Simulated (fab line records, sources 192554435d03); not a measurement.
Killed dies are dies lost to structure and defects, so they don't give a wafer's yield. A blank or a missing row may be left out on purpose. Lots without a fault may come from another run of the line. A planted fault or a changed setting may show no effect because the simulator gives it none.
fab line records | flow n5_finfet
record lots=9 wafers=26 last_day=18
route steps=1938 shown ZERO_LAYER@13 WELL_APT@39 BEOL_M4@1111 PASSIVATION@1936
lots that met no fault: from a run of the same line without faults
start_h: hours from the record's first day to the start of the lot's first wafer shown | wait_h: hours since the lot's step before | " the same as in the row above | L1.1+2: a row that stands for several wafers | - no value, or no start given | * or withheld: withheld | < > ~ a bound
route shown NAME@n: a module of which the file shows steps, and the number in the route of the first | usual: mean/standard deviation of fault-free wafers | same: alike in all rows | chamber/n: place in a boat | sites: the reading at each site | _std_site: their standard deviation | _edge_site: outer sites' mean less inner sites' | radius_mm: how far each site lies from the wafer's centre | mask NAME#n: copy n | behind: the tool/chamber that last shaped the wafer | hold: why the lot was held/for how many hours/how that ended | device: the transistor (n, p or np) that didn't switch | end of line: the same wafers' tests at the end of the route | a step without rows: its recipe alone | killed: dies lost to structure and defects at the first sort, not the wafer's yield | map: a wafer's dies, x killed, . not, _ none there
set.NAME: the setting as run; set.NAME@STEP: as run at that earlier step | model.NAME: the simulator's own value behind a step, which no gauge read
steps of the route over a sample of lots; a table a step, a row a wafer
services: from which hour (start_h, from the record's first day; less than 0 if before it) a tool's chamber was out of use, for how many hours, and why
## steps
# step N5_ZERO_LAYER_CD_MEAS_11
# recipe target_cd_nm=2000 landing_energy_ev=500 detector=se_inlens
# usual cd_nm=1999.7/1.8
# columns lot.wafer tool chamber start_h wait_h cd_nm
L703.4 cd_sem-01 0 12.78 - 2001.6
L703.5 " 0 " " 1999.7
L703.6 " 0 " " 2000.5
L705.3 cd_sem-01 0 24.64 - 2002.6
L705.4 " 0 " " 2003.0
L705.5 " 0 " " 2002.0
L706.2 cd_sem-02 0 30.77 - 1998.0
L706.3 " 0 " " 1999.5
L706.6 " 0 " " 1998.3
L714.3 cd_sem-02 0 78.64 - 1998.4
L714.4 " 0 " " 1998.5
L714.6 " 0 " " 1999.4
L717.3 cd_sem-03 0 96.77 - 2001.6
L717.4 " 0 " " 2002.0
L717.6 " 0 " " 2002.6
L721.2 cd_sem-01 0 120.64 - 2000.0
L721.4 " 0 " " 1999.2
L721.6 " 0 " " 2001.7
L724.1 cd_sem-03 0 138.66 - 2003.3
L724.3 " 0 " " 2001.9
L725.1 cd_sem-01 0 144.64 - 1999.2
L725.2 " 0 " " 1998.2
L725.3 " 0 " " 1998.1
L726.2 cd_sem-03 0 150.79 - 2000.1
L726.4 " 0 " " 1998.2
L726.6 " 0 " " 1998.8
# step N5_ZERO_LAYER_ETCH_18
# recipe chemistry=HBr/Cl2 target=Si target_depth_a=1200 time_s=40 pressure_mtorr=10 icp_w=800 bias_w=75 HBr_flow_sccm=150 Cl2_flow_sccm=80
# usual drypump_motor_current_A=5.6/0.32 oes_product_au=1.004/0.012 throttle_valve_pct=36.42/0.21
# columns lot.wafer tool chamber start_h wait_h drypump_motor_current_A oes_product_au rf_hours_counter_h throttle_valve_pct
L703.4 rie_si-02 0 12.93 0.0 5.3 1.010 197 36.75
L703.5 " 1 " " 5.2 0.996 - 36.33
L703.6 " 2 " " 5.8 0.993 - 36.70
L705.3 rie_si-02 2 24.94 0.0 5.8 0.987 5 36.72
L705.4 " 1 " " 5.2 0.993 42 36.32
L705.5 " 2 " " 5.8 0.995 - 36.73
L706.2 rie_si-02 3 30.92 0.0 5.5 0.992 1 36.47
L706.3 " 0 " " 5.3 1.003 197 36.75
L706.6 " 0 " " 5.2 1.006 - 36.74
L714.3 rie_si-03 3 78.82 0.0 6.0 0.994 8 36.14
L714.4 " 2 " " 5.3 0.987 8 36.37
L714.6 " 0 " " 5.5 1.029 - 36.21
L717.3 rie_si-05 1 96.91 0.0 5.9 1.028 117 36.31
L717.4 " 2 " " 5.5 1.012 113 36.38
L717.6 " 2 " " 5.5 1.016 - 36.39
L721.2 rie_si-05 3 121.05 0.0 5.2 0.995 79 36.12
L721.4 " 2 " " 5.5 1.020 114 36.38
L721.6 " 3 " " 5.2 0.989 - 36.12
L724.1 rie_si-02 3 138.81 0.0 5.6 0.993 2 36.45
L724.3 " 1 " " 5.2 0.988 44 36.32
L725.1 rie_si-02 0 144.79 0.0 5.3 0.995 0 36.46
L725.2 " 3 " " 5.5 1.005 2 36.47
L725.3 " 2 " " 5.7 0.990 7 36.72
L726.2 rie_si-03 3 150.94 0.0 6.0 1.000 9 36.15
L726.4 " 0 " " 5.5 1.022 176 36.22
L726.6 " 1 " " 6.0 1.015 - 36.27
# step N5_WELL_APT_EXPOSE_22
# recipe mask_id=PWELL na=0.8 source_shape=conventional sigma_outer=0.8 polarization=unpolarized defocus_nm=0 target_cd_nm=200 dose_mj=23.2
# same na=0.8
# columns lot.wafer tool chamber start_h wait_h mask
L703.4+5+6 krf_scanner-01 0 14.78 - PWELL#0
L705.3+4+5 krf_scanner-02 0 27.00 - PWELL#0
L706.2+3+6 krf_scanner-02 0 32.75 - PWELL#0
L714.3+4+6 krf_scanner-02 0 80.81 - PWELL#0
L717.3+4+6 krf_scanner-01 0 98.81 - PWELL#0
L721.2+4+6 krf_scanner-01 0 123.07 - PWELL#0
L724.1+3 krf_scanner-01 0 140.78 - PWELL#0
L725.1+2+3 krf_scanner-02 0 146.94 - PWELL#0
L726.2+4+6 krf_scanner-02 0 152.79 - PWELL#0
# step N5_WELL_APT_CD_MEAS_25
# recipe target_cd_nm=200 landing_energy_ev=500 detector=se_inlens
# usual cd_nm=201.1/1.7
# columns lot.wafer tool chamber start_h wait_h cd_nm
L703.4 cd_sem-02 0 14.94 - 200.5
L703.5 " 0 " " 200.3
L703.6 " 0 " " 200.5
L705.3 cd_sem-03 0 27.16 - 201.3
L705.4 " 0 " " 201.0
L705.5 " 0 " " 202.4
L706.2 cd_sem-02 0 32.92 - 198.4
L706.3 " 0 " " 203.3
L706.6 " 0 " " 199.4
L714.3 cd_sem-03 0 80.97 - 198.8
L714.4 " 0 " " 206.0
L714.6 " 0 " " 180.2
L717.3 cd_sem-02 0 98.98 - 198.3
L717.4 " 0 " " 198.4
L717.6 " 0 " " 200.9
L721.2 cd_sem-02 0 123.24 - 202.5
L721.4 " 0 " " 204.4
L721.6 " 0 " " 203.0
L724.1 cd_sem-01 0 140.96 - 200.8
L724.3 " 0 " " 199.5
L725.1 cd_sem-01 0 147.11 - 201.2
L725.2 " 0 " " 201.0
L725.3 " 0 " " 201.7
L726.2 cd_sem-03 0 152.96 - 196.9
L726.4 " 0 " " 199.9
L726.6 " 0 " " 202.9
# step N5_WELL_APT_DESCUM_30
# recipe chemistry=O2 time_s=7.9 source_power_w=50 bias_power_w=20 pressure_mtorr=20 rf_frequency_hz=2.712e+07 temp_c=40 o2_flow_sccm=225
# usual bias_power_w=19.99/0.058 drypump_motor_current_A=5.7/0.36 oes_product_au=0.76/0.089 rf_vpp_V=242.9/1.5 showerhead_plenum_p_Torr=2.09/0.086 throttle_valve_pct=20.38/0.29
# columns lot.wafer tool chamber start_h wait_h bias_power_w drypump_motor_current_A oes_product_au rf_hours_counter_h rf_vpp_V showerhead_plenum_p_Torr throttle_valve_pct
L703.4 rie_diel-04 0 15.07 0.1 19.91 6.4 0.75 179 243.0 2.17 20.96
L703.5 " 2 " " 19.96 5.5 0.77 - 242.6 2.04 20.48
L703.6 " 3 " " 19.99 5.7 0.72 - 244.1 2.18 20.66
L705.3 rie_diel-03 1 27.25 0.0 20.08 5.8 0.68 243 243.3 2.14 20.78
L705.4 " 0 " " 19.98 5.8 0.74 152 245.5 2.20 20.06
L705.5 " 1 " " 20.09 5.7 0.68 - 243.4 2.14 20.79
L706.2 rie_diel-03 2 33.01 0.0 19.95 5.9 0.74 179 240.6 1.99 20.19
L706.3 " 1 " " 19.96 5.8 0.68 246 242.5 2.14 20.79
L706.6 " 3 " " 19.90 5.5 0.68 - 243.4 2.08 20.93
L714.3 rie_diel-03 0 81.36 0.3 20.00 5.8 0.72 176 244.2 2.19 20.10
L714.4 " 2 " " 19.98 5.9 0.71 - 241.0 1.98 20.21
L714.6 " 0 " " 20.06 5.8 0.72 - 243.9 2.19 20.10
L717.3 rie_diel-03 3 99.06 0.0 20.02 5.5 0.68 249 243.2 2.08 20.95
L717.4 " 0 " " 20.00 5.8 0.72 184 241.8 2.18 20.11
L717.6 " 1 " " 19.97 5.8 0.95 - 244.0 2.13 20.33
L721.2 rie_diel-05 1 123.33 0.0 20.12 5.6 0.72 187 241.2 1.97 20.21
L721.4 " 0 " " 20.01 6.6 0.83 86 244.2 2.20 20.42
L721.6 " 1 " " 19.93 5.6 0.72 - 241.5 1.97 20.22
L724.1 rie_diel-03 0 141.04 0.0 20.09 5.8 0.71 200 243.9 2.18 20.13
L724.3 " 3 " " 20.02 5.5 0.95 6 242.4 2.07 20.48
L725.1 rie_diel-03 3 147.20 0.0 19.98 5.5 0.95 8 243.0 2.07 20.50
L725.2 " 1 " " 19.93 5.8 0.89 18 244.3 2.12 20.36
L725.3 " 2 " " 19.98 5.8 0.69 225 241.1 1.97 20.26
L726.2 rie_diel-05 2 153.27 0.3 19.98 5.1 0.93 10 244.5 2.21 19.83
L726.4 " 0 " " 19.96 6.6 0.81 95 244.3 2.19 20.42
L726.6 " 3 " " 20.04 5.7 0.70 - 243.5 2.09 20.48
# step N5_BEOL_M4_RC_MEAS_101
# usual DIBL_N=36.5/1.8 DIBL_P=36.5/2.1 IOFF_N=0.17/0.031 IOFF_P=0.22/0.036 ION_N=677/11 ION_P=463/8 SS_N=71.6/0.61 SS_P=73.3/0.63 VT_N=249/3.1 VT_P=-250/3.3
# columns lot.wafer tool chamber start_h wait_h DIBL_N[mV/V] DIBL_P[mV/V] IOFF_N[nA/um] IOFF_P[nA/um] ION_N[uA/um] ION_P[uA/um] SS_N[mV/dec] SS_P[mV/dec] VT_N[mV] VT_P[mV]
L703.4 prober-02 0 166.55 0.5 33.8 32.6 0.12 0.15 655 446 71.0 72.9 253 -257
L703.5 " 0 " " 35.2 34.7 0.15 0.20 672 457 71.0 73.3 248 -250
L703.6 " 0 " " 33.9 32.7 0.13 0.16 659 447 70.7 71.9 253 -255
L705.3 prober-01 0 180.90 0.3 34.9 36.3 0.16 0.17 684 455 71.6 73.8 249 -252
L705.4 " 0 " " 37.1 39.6 0.19 0.23 679 464 71.9 74.0 246 -251
L705.5 " 0 " " 34.9 36.8 0.16 0.18 673 457 71.8 72.7 249 -255
L706.2 prober-02 0 182.71 0.2 40.8 41.5 0.23 0.26 683 462 72.8 74.2 245 -250
L706.3 " 0 " " 37.6 38.2 0.17 0.20 688 465 71.1 73.7 248 -253
L706.6 " 0 " " 37.2 36.6 0.15 0.18 675 454 71.1 73.3 251 -255
L714.3 prober-02 0 243.60 0.3 35.7 35.2 0.16 0.19 669 458 71.8 72.9 249 -252
L714.4 " 0 " " 35.7 35.7 0.16 0.20 676 461 71.6 73.1 248 -251
L714.6 " 0 " " 38.2 37.1 0.19 0.22 681 461 71.7 73.4 249 -252
L717.3 prober-01 0 252.93 0.3 35.1 35.0 0.14 0.20 675 470 71.0 72.8 250 -250
L717.4 " 0 " " 37.4 38.1 0.18 0.25 676 462 71.0 73.8 248 -248
L717.6 " 0 " " 35.0 35.1 0.14 0.21 684 471 71.4 72.9 249 -249
L721.2 prober-02 0 277.49 0.2 38.7 39.5 0.19 0.25 680 469 71.8 73.7 247 -249
L721.4 " 0 " " 35.6 35.4 0.13 0.19 669 461 71.8 73.0 253 -252
L721.6 " 0 " " 38.0 37.7 0.17 0.22 669 460 72.6 73.1 249 -249
L724.1 prober-02 0 309.07 0.0 33.1 32.2 0.11 0.17 649 458 70.5 72.9 253 -252
L724.3 " 0 " " 36.2 36.9 0.17 0.22 664 463 72.0 72.4 251 -249
L725.1 prober-02 0 312.77 0.0 36.9 37.0 0.17 0.25 673 465 71.8 73.1 247 -246
L725.2 " 0 " " 38.9 39.9 0.21 0.29 687 476 72.7 73.8 247 -243
L725.3 " 0 " " 35.3 35.8 0.16 0.22 683 472 71.2 72.8 250 -248
L726.2 prober-01 0 335.20 0.2 37.0 35.4 0.15 0.20 662 456 72.7 72.6 253 -251
L726.4 " 0 " " 40.1 39.8 0.20 0.28 673 465 72.6 74.4 251 -245
L726.6 " 0 " " 38.5 38.1 0.18 0.25 667 461 71.9 73.8 248 -247
# step N5_PASSIVATION_PROBE_49
# usual defect_limited_yield=91.4/1.5 killed_at_M0_to_M3=35/11 killed_at_M4_up=16/7 killed_at_contacts=11/5.3 killed_at_front_end=37/11 killed_at_other=3.1/2.8 killed_dies=102/18 killed_on_rim=13/3.7 killed_open=69/15 killed_short=31/7.8 sort_bin_5_function=5.1/1.1 sort_bin_6_memory=3.2/0.69 sort_n_pass=1078/18 sort_yield_pct=91.4/1.5
# same gross_dies=1180 killed_at_back_side=0 sort_bin_4_leakage[%]=0 sort_bin_8_speed[%]=0
# columns lot.wafer tool chamber start_h wait_h defect_limited_yield[%] killed_at_M0_to_M3 killed_at_M4_up killed_at_contacts killed_at_front_end killed_at_other killed_dies killed_on_rim killed_open killed_short sort_bin_5_function[%] sort_bin_6_memory[%] sort_n_pass sort_yield_pct[%]
L714.6 prober-02 - 346.24 0.3 90.8 35 11 17 44 1 108 14 69 25 6.3 2.6 1072 90.8
# killed by level:class
L714.6 MOL_CONTACT_COAG:geometric_particle:open=14 WELL_APT:area_expose=14 BEOL_M2:geometric_particle:open=13 FIN_SAQP:geometric_particle:open=7 BEOL_M0_SAQP:geometric_particle:open=6 BEOL_M0_SAQP:geometric_particle:short=5 BEOL_M4:geometric_particle:open=5 GATE_CUT:geometric_particle:short=4
## services
# columns tool chamber start_h hours kind
rie_si-03 1 -5.39 2.8 repair
rie_diel-05 - 1.11 3.8 repair
krf_scanner-02 - 4.65 4.4 pm
rie_si-03 0 14.36 7.6 repair
krf_scanner-02 - 24.34 0.8 pm
rie_diel-05 - 34.27 1.2 repair
krf_scanner-01 - 35.15 0.9 repair
rie_si-05 2 35.47 5.0 repair
rie_diel-03 3 39.36 40.4 repair
krf_scanner-02 - 43.29 1.3 pm
rie_si-02 - 53.08 14.6 pm
rie_si-02 - 67.68 2.8 pm
rie_si-03 3 76.56 1.9 repair
rie_diel-05 2 91.55 11.1 repair
krf_scanner-02 - 92.21 3.6 pm
krf_scanner-01 - 101.22 1.3 pm
krf_scanner-02 - 104.54 6.0 repair
krf_scanner-02 - 110.56 1.0 pm
krf_scanner-01 - 110.90 1.2 repair
rie_si-05 0 116.44 2.3 repair
rie_diel-03 - 118.04 2.8 pm
krf_scanner-02 - 122.36 3.5 repair
krf_scanner-01 - 130.65 1.0 pm
krf_scanner-01 - 142.01 0.8 pm
## key
first_sign step=N5_WELL_APT_CD_MEAS_25 reading=cd_nm direction=down sigmas=12 usual=201.1 struck=180.2
effect none on later readings
met_at N5_WELL_APT_EXPOSE_22
struck_lots L714
struck_wafers L714.6
not_acting_at N5_ZERO_LAYER_CD_MEAS_11,N5_ZERO_LAYER_ETCH_18,N5_WELL_APT_DESCUM_30
onset_between 32.75 80.81
fault kind=process_parameter_drift tool=krf_scanner-02 chamber=- onset_h=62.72 steps=N5_WELL_APT_EXPOSE_22 channel=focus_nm offset=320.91 shape=step end_h=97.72 scope=struck_wafers_only
